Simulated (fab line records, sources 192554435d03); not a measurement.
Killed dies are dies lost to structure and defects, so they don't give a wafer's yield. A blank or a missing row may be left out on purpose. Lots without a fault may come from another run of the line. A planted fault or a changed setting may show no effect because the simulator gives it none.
Which tool did it? | flow n5_finfet | 10 lots, 29 wafers sampled, at 4 steps of a route of 1938

WHAT THE GAUGES READ, wafer by wafer
N5_BEOL_M4_THK_MEAS_53: measures by xrf.
lot  | measured     | on            | M4_THK (nm)
L532 | day 8 23:14  | film_metro-01 | 38.5 38.0 40.0
L534 | day 9 05:05  | film_metro-02 | 40.1 40.3 43.4
L537 | day 9 14:09  | film_metro-02 | 39.8 38.2 38.7
L539 | day 11 03:14 | film_metro-01 | 38.3 41.5
L540 | day 11 03:47 | film_metro-01 | 39.2 145.4 41.6
L541 | day 11 10:56 | film_metro-02 | 147.5 155.2 42.3
L543 | day 11 22:44 | film_metro-01 | 144.4 145.1 39.8
L553 | day 13 21:16 | film_metro-02 | 39.7 42.6 40.2
L552 | day 14 00:20 | film_metro-01 | 40.3 42.2 42.6
L551 | day 14 22:27 | film_metro-01 | 43.0 36.9 43.9

WHICH TOOL RAN EACH LOT (tool, then ch and the chambers of the sampled wafers, then the start)
lot  | N5_BEOL_M4_ANNEAL_82         | N5_BEOL_M4_ANNEAL_91         | N5_BEOL_M4_CMP_52
L532 | pvd_sputter-03, day 8 21:12  | pvd_sputter-03, day 8 21:52  | cmp-04 ch 0,1,2, day 8 22:56
L534 | pvd_sputter-01, day 9 03:04  | pvd_sputter-01, day 9 03:43  | cmp-03 ch 0,2,3, day 9 04:50
L537 | pvd_sputter-03, day 9 12:07  | pvd_sputter-03, day 9 12:47  | cmp-01 ch 0,2, day 9 13:53
L539 | pvd_sputter-01, day 11 01:12 | pvd_sputter-01, day 11 01:52 | cmp-01 ch 0,2, day 11 02:56
L540 | pvd_sputter-02, day 11 01:36 | pvd_sputter-02, day 11 02:16 | cmp-01 ch 1,3, day 11 03:29
L541 | pvd_sputter-01, day 11 08:53 | pvd_sputter-01, day 11 09:33 | cmp-01 ch 0,1, day 11 10:38
L543 | pvd_sputter-03, day 11 20:43 | pvd_sputter-03, day 11 21:22 | cmp-01 ch 0,1,2, day 11 22:31
L553 | pvd_sputter-03, day 13 19:08 | pvd_sputter-03, day 13 19:50 | cmp-03 ch 0,1,3, day 13 21:03
L552 | pvd_sputter-02, day 13 22:19 | pvd_sputter-02, day 13 22:58 | cmp-04 ch 2,3, day 14 00:02
L551 | pvd_sputter-02, day 14 20:18 | pvd_sputter-02, day 14 21:02 | cmp-04 ch 1,2,3, day 14 22:10
- N5_BEOL_M4_ANNEAL_82: time 240 s.
- N5_BEOL_M4_ANNEAL_91: time 240 s.
- N5_BEOL_M4_CMP_52: polishes, stops on SiOC, t overpolish 6.8 s, target thk 40 nm.

THE ANSWER, worked out from the rows above alone
Rule: what is usual is taken from the lots themselves. Put in order of their means at a reading, lots are off if they are a third of the lots or fewer, leave a main group of 4 or more, and stand apart from it by a gap of 3 or more times the standard deviation of the main group's means; of several such gaps the widest counts. A main group whose means are all the same, to the digits that the tables above print for the reading, isn't used. A lot without any number at a reading at which 4 lots or more have one is off too. The other lots that the step has rows for count as sound.
Off: L540, L541, L543, at N5_BEOL_M4_THK_MEAS_53 (M4_THK). The main group: mean 40.4 nm, standard deviation 1.1.
A tool fits if, at a process step before that reading, it ran every lot that is off, and no sound lot after the first of them. The gauges at N5_BEOL_M4_THK_MEAS_53 are tried like those tools. One fits: cmp-01 at N5_BEOL_M4_CMP_52. Its last sound lot is L539 (day 11 02:56), its first lot that is off L540 (day 11 03:29): a fault that began between those two fits.

WHAT THE SIMULATOR HAD PUT IN
Process parameter drift: cmp-01, from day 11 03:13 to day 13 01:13, at N5_BEOL_M4_CMP_52. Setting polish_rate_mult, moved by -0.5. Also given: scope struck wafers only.
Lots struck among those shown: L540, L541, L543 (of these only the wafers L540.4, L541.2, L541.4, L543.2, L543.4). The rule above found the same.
